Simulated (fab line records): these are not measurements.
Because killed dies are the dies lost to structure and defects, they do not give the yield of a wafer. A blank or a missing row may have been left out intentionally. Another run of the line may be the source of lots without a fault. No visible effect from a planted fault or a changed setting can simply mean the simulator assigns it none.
Which tool is to blame? | flow nand-harc | 39 wafers from 13 lots sampled at 5 of the route's 1302 steps

## WHAT EACH GAUGE READ, for each wafer
NHARC_P_ZERO_WELL_CD_MEAS_11: target cd 500 nm. Usual: cd-nm reads 500.2 nm (standard deviation 2).
lot  | measured     | on        | cd-nm (nm)        | flag
L261 | day 1 21:11  | cd-sem-02 | 501.0 499.9 497.4 |
L263 | day 2 17:07  | cd-sem-02 | 500.0 497.7 498.6 |
L265 | day 3 13:08  | cd-sem-02 | 500.8 498.4 497.8 |
L266 | day 3 23:16  | cd-sem-03 | 500.7 500.3 503.5 |
L267 | day 4 09:07  | cd-sem-03 | 502.1 504.5 502.9 |
L268 | day 4 19:07  | cd-sem-01 | 499.5 503.2 497.7 |
L277 | day 8 13:19  | cd-sem-01 | 502.6 498.8 501.1 |
L278 | day 8 23:14  | cd-sem-02 | 500.6 499.7 501.5 |
L279 | day 9 09:35  | cd-sem-01 | 501.9 502.1 500.6 |
L280 | day 9 19:14  | cd-sem-02 | 501.5 501.8 499.7 |
L282 | day 10 15:07 | cd-sem-02 | 502.6 498.7 498.6 |
L283 | day 11 01:15 | cd-sem-01 | 497.7 495.9 499.6 |
L284 | day 11 11:15 | cd-sem-03 | 502.5 496.0 500.4 |

NHARC_END_SORT_01. Usual: killed-at-array 52, standard deviation 18; killed-at-other 1.2, standard deviation 1.5; killed-at-periphery 4, standard deviation 3.2; killed-dies 57, standard deviation 17; killed-open 3.1, standard deviation 1.9; killed-short 2.5, standard deviation 1.7.
lot  | measured     | on        | killed-at-array | killed-at-other | killed-at-periphery | killed-dies | killed-open | killed-short | flag
L266 | day 25 20:44 | prober-01 | 47 58 38        | 0 0 0           | 630 619 639         | 677 677 677 | 5 0 2       | 0 0 6        | OFF
L267 | day 27 23:20 | prober-01 | 67 71 58        | 0 1 0           | 610 605 619         | 677 677 677 | 1 4 2       | 1 2 1        | OFF
L268 | day 27 10:49 | prober-02 | 58 59 58        | 1 1 1           | 618 617 618         | 677 677 677 | 0 4 5       | 0 7 1        | OFF

## WHAT TOOL EACH LOT RAN ON (gives the tool, then ch and the chambers of the sampled wafers, and finally the start)
lot  | NHARC_P_ZERO_WELL_IMPLANT_27    | NHARC_P_STI_CMP_21            | NHARC_P_GATE_STRIP_108
L261 | implanter-02 ch 0, day 1 22:50  | cmp-02 ch 1,2, day 3 17:06    | rie-diel-02 ch 1,2, day 5 00:40
L263 | implanter-01 ch 0, day 2 18:52  | cmp-03 ch 0,1,2, day 4 09:15  | rie-diel-01 ch 0,2,3, day 5 16:49
L265 | implanter-01 ch 0, day 3 14:40  | cmp-02 ch 0,2,3, day 5 05:52  | rie-diel-07 ch 1,2, day 6 15:17
L266 | implanter-02, day 4 00:57       | -                             | -
L267 | implanter-01, day 4 10:46       | -                             | -
L268 | implanter-01, day 4 20:50       | -                             | -
L277 | implanter-01 ch 0, day 8 14:53  | cmp-03 ch 0,1,2, day 10 04:58 | rie-diel-01 ch 0,1,2, day 11 19:13
L278 | implanter-01 ch 0, day 9 00:53  | cmp-03 ch 0,1,3, day 10 19:49 | rie-diel-02 ch 0,3, day 12 03:54
L279 | implanter-01 ch 0, day 9 11:22  | cmp-02 ch 1,2,3, day 11 04:09 | rie-diel-02 ch 0,1,2, day 12 15:52
L280 | implanter-01 ch 0, day 9 20:56  | cmp-04 ch 0,1,2, day 11 19:38 | rie-diel-07 ch 1,3, day 13 05:47
L282 | implanter-02 ch 0, day 10 16:47 | cmp-03 ch 0,1,2, day 12 11:04 | rie-diel-07 ch 0,1,2, day 14 03:18
L283 | implanter-01 ch 0, day 11 02:52 | cmp-02 ch 0,2,3, day 12 18:38 | rie-diel-02 ch 0,2, day 14 07:32
L284 | implanter-02 ch 0, day 11 12:51 | cmp-03 ch 0,1,2, day 13 05:35 | rie-diel-07 ch 0,1,2, day 14 15:10
- NHARC_P_ZERO_WELL_IMPLANT_27
- NHARC_P_STI_CMP_21: polishes, t overpolish 20 s, target thk 380.67 nm.
- NHARC_P_GATE_STRIP_108: strips in O2.

## AS READ BY THE TOOLS THEMSELVES (means over the sampled wafers that have a number; for cases with no such wafer, the mark the record gives instead)
NHARC_P_ZERO_WELL_IMPLANT_27. Usual: beam-energy-keV 599.96, standard deviation 0.18; beam-on-s 10.00 s, standard deviation 0.22.
lot  | tool         | beam-energy-keV | beam-on-s (s) | flag
L261 | implanter-02 | 600.16          | 9.98          |
L263 | implanter-01 | 600.03          | 10.10         |
L265 | implanter-01 | 599.92          | 9.99          |
L266 | implanter-02 | -               | -             | OFF
L267 | implanter-01 | -               | -             | OFF
L268 | implanter-01 | -               | -             | OFF
L277 | implanter-01 | 600.20          | 9.79          |
L278 | implanter-01 | 600.08          | 9.99          |
L279 | implanter-01 | 599.83          | 10.08         |
L280 | implanter-01 | 599.72          | 10.00         |
L282 | implanter-02 | 599.97          | 10.07         |
L283 | implanter-01 | 599.96          | 10.08         |
L284 | implanter-02 | 599.89          | 10.06         |

NHARC_P_STI_CMP_21. Usual: motor-current-A 11.8 A, standard deviation 0.89; overpolish-run-s 20.000 s, standard deviation 0.0098.
lot  | tool   | motor-current-A (A) | overpolish-run-s (s) | flag
L261 | cmp-02 | 10.5                | 19.995               |
L263 | cmp-03 | 12.7                | 20.001               |
L265 | cmp-02 | 12.5                | 20.001               |
L277 | cmp-03 | 12.2                | 20.005               |
L278 | cmp-03 | 11.9                | 19.993               |
L279 | cmp-02 | 11.1                | 19.996               |
L280 | cmp-04 | 11.9                | 20.004               |
L282 | cmp-03 | 12.3                | 20.000               |
L283 | cmp-02 | 12.3                | 19.995               |
L284 | cmp-03 | 11.9                | 19.996               |

NHARC_P_GATE_STRIP_108. Usual: drypump-motor-current-A 5.8 A, standard deviation 0.33; oes-product-au 1.002 a.u., standard deviation 0.0088; rf-vpp-V 57.7 V, standard deviation 0.93; showerhead-plenum-p-Torr 3.45 Torr, standard deviation 0.11; throttle-valve-pct 17.037 %, standard deviation 0.0094.
lot  | tool        | drypump-motor-current-A (A) | oes-product-au (a.u.) | rf-vpp-V (V) | showerhead-plenum-p-Torr (Torr) | throttle-valve-pct (%) | flag
L261 | rie-diel-02 | 6.1                         | 1.002                 | 57.0         | 3.35                            | 17.036                 |
L263 | rie-diel-01 | 5.6                         | 1.006                 | 57.4         | 3.51                            | 17.029                 |
L265 | rie-diel-07 | 5.9                         | 0.995                 | 58.2         | 3.55                            | 17.035                 |
L277 | rie-diel-01 | 5.5                         | 1.009                 | 58.8         | 3.50                            | 17.038                 |
L278 | rie-diel-02 | 5.7                         | 0.991                 | 57.4         | 3.41                            | 17.031                 |
L279 | rie-diel-02 | 5.9                         | 1.007                 | 57.7         | 3.36                            | 17.040                 |
L280 | rie-diel-07 | 5.9                         | 0.996                 | 57.1         | 3.39                            | 17.034                 |
L282 | rie-diel-07 | 5.6                         | 1.003                 | 58.0         | 3.59                            | 17.037                 |
L283 | rie-diel-02 | 5.9                         | 1.004                 | 57.9         | 3.36                            | 17.035                 |
L284 | rie-diel-07 | 5.6                         | 0.998                 | 58.4         | 3.59                            | 17.045                 |

## THE ANSWER, worked out from the rows above alone
Rule: a lot counts as off when the mean over its wafers that have a number is more than 3 standard deviations away from the usual mean. A lot without any number at a reading at which 4 lots or more have one is off too. Any other lot the step has rows for is counted as sound. After the gauges, taken in route order, come the tools' own readings; for these a lot's mean is taken, as printed above. The first step at which some lot is off is used, and at that step the reading that is off furthest; a lot without a number counts as furthest.
Off: L266, L267, L268 (NHARC_END_SORT_01, killed-at-periphery). Neither off nor sound, because the step has no rows for them: L261, L263, L265, L277, L278, L279, L280, L282, L283, L284.
If a tool, at a process step before that reading, ran all the lots that are off and no sound lot after the first of them, it fits. The gauges at NHARC_END_SORT_01 aren't tried: what is off there is off at NHARC_P_ZERO_WELL_IMPLANT_27 too, on other tools, and a gauge's error can't cause that. Not one of the candidates tried fits.

## WHAT HAD BEEN PUT IN BY THE SIMULATOR
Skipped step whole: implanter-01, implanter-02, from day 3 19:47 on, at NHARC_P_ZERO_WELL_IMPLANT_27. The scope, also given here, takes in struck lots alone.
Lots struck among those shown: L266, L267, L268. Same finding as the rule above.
